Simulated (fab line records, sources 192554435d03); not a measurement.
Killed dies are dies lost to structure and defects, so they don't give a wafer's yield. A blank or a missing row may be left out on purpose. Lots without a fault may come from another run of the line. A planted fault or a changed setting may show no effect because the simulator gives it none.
Split-lot experiment | flow n5_finfet | 7 lots, 21 wafers read, on a route of 1938 steps

THE SPLIT
At N5_SD_EPI_P_EPI_21 (deposits SiGe:B, time 355 s), the setting epi_growth_time_s was moved away from the recipe's 355 s on 10 of the 21 wafers read, by -4.4% to +10.1%. The other wafers ran this setting at the recipe's value.

FROM THE SPLIT TO THE READING: what the file shows between them, 7 steps
- N5_SD_EPI_P_HM_STRIP_48: strips SiNx in H3PO4, material SiNx, target depth 3 nm
- N5_SD_EPI_P_SRD_49: time 30 s
- N5_SD_EPI_P_PRECLEAN_24: cleans in O3/DIW, time 45 s
- N5_SD_EPI_P_PRECLEAN_32: cleans in dHF, time 10 s
- N5_SD_EPI_P_PRECLEAN_33: cleans in SC2, time 45 s
- N5_SD_ACTIVATION_RTA_00: time 0 s
- N5_SD_ACTIVATION_LSA_01: time 0.0008 s

THE READING
RS_SD_P, in ohm/sq, at N5_SD_ACTIVATION_RS_MEAS_03 (measures by four-point-probe). Fault-free wafers of this fab line usually give 55.8 ohm/sq, standard deviation 0.71 ohm/sq.

wafer  | tool, chamber at the split | epi_growth_time_s as run, s | against the recipe | RS_SD_P, ohm/sq | against lot-mates on the recipe
L075.1 | epi_rpcvd-03, 0            | 391                         | +10.1%             | 51.2            | -5.2
L075.2 | epi_rpcvd-03, 0            | 391                         | +10.1%             | 52.7            | -3.7
L075.3 | epi_rpcvd-03, 0            | 355                         | recipe             | 56.4            | -
L076.1 | epi_rpcvd-01, 0            | 355                         | recipe             | 55.6            | -
L076.4 | epi_rpcvd-01, 0            | 355                         | recipe             | 56.1            | -
L076.5 | epi_rpcvd-01, 0            | 355                         | recipe             | 55.7            | -
L085.1 | epi_rpcvd-03, 0            | 339.3                       | -4.4%              | 56.7            | no lot-mate on the recipe
L085.3 | epi_rpcvd-03, 0            | 339.3                       | -4.4%              | 57.3            | no lot-mate on the recipe
L085.6 | epi_rpcvd-03, 0            | 339.3                       | -4.4%              | 57.5            | no lot-mate on the recipe
L087.1 | epi_rpcvd-04, 0            | 380.4                       | +7.2%              | 53.5            | -2.1
L087.2 | epi_rpcvd-04, 0            | 355                         | recipe             | 55.6            | -
L087.3 | epi_rpcvd-04, 0            | 380.4                       | +7.2%              | 53.2            | -2.4
L089.4 | epi_rpcvd-03, 0            | 355                         | recipe             | 56.7            | -
L089.5 | epi_rpcvd-03, 0            | 355                         | recipe             | 57.2            | -
L089.6 | epi_rpcvd-03, 0            | 381.1                       | +7.4%              | 53.4            | -3.6
L090.1 | epi_rpcvd-04, 0            | 355                         | recipe             | 55.7            | -
L090.2 | epi_rpcvd-04, 0            | 373.3                       | +5.2%              | 53.3            | -2.4
L090.5 | epi_rpcvd-04, 0            | 373.3                       | +5.2%              | 53.4            | -2.3
L091.3 | epi_rpcvd-04, 0            | 355                         | recipe             | 55.6            | -
L091.4 | epi_rpcvd-04, 0            | 355                         | recipe             | 57.0            | -
L091.5 | epi_rpcvd-04, 0            | 355                         | recipe             | 55.7            | -

THE FIT
A straight line over all 21 wafers: RS_SD_P changes by -0.377 ohm/sq for each +1% of epi_growth_time_s; r = -0.94; the points scatter about the line by 0.61 ohm/sq.
The same after taking each lot's own level away (the mean of its wafers on the recipe; 18 wafers): -0.417 ohm/sq for each +1%; r = -0.96; scatter 0.51 ohm/sq.
On that fit, the largest move of epi_growth_time_s shifts the reading by 4.2 ohm/sq.
The lots' own levels span 55.60 to 56.95 ohm/sq, that is 1.9 times the standard deviation above.
So the lot-to-lot level changes the slope little: the two slopes agree.
Check: with one of the wafers moved furthest among these (+10.1%) left out of the fit, the line predicts -3.89 ohm/sq for it against its lot-mates. It came out at -5.2 ohm/sq against them.

THE WHOLE CHAIN: every reading that the file lists as answering this split, in the file's order
step                        | what it does                                           | reading                                                                           | change (the file's fit)               | r (the file's)
N5_SD_EPI_P_EPI_21          | deposits SiGe:B, time 355 s                            | SiGe-B_of_SD_EPI_P_EPI_21.thk_nm (the simulator's own value, which no gauge read) | +0.45 nm for each +1% of the setting  | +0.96
N5_SD_EPI_P_HM_STRIP_48     | strips SiNx in H3PO4, material SiNx, target depth 3 nm | SiGe-B_of_SD_EPI_P_EPI_21.thk_nm (the simulator's own value, which no gauge read) | +0.443 nm for each +1% of the setting | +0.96
N5_SD_EPI_P_PRECLEAN_24     | cleans in O3/DIW, time 45 s                            | SiGe-B_of_SD_EPI_P_EPI_21.thk_nm (the simulator's own value, which no gauge read) | +0.456 nm for each +1% of the setting | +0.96
N5_SD_ACTIVATION_RS_MEAS_03 | measures by four-point-probe                           | RS_SD_P                                                                           | -0.425 for each +1% of the setting    | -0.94

THE FILE'S OWN FIT
RS_SD_P changes by -0.425 ohm/sq for each +1% of epi_growth_time_s, r = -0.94.
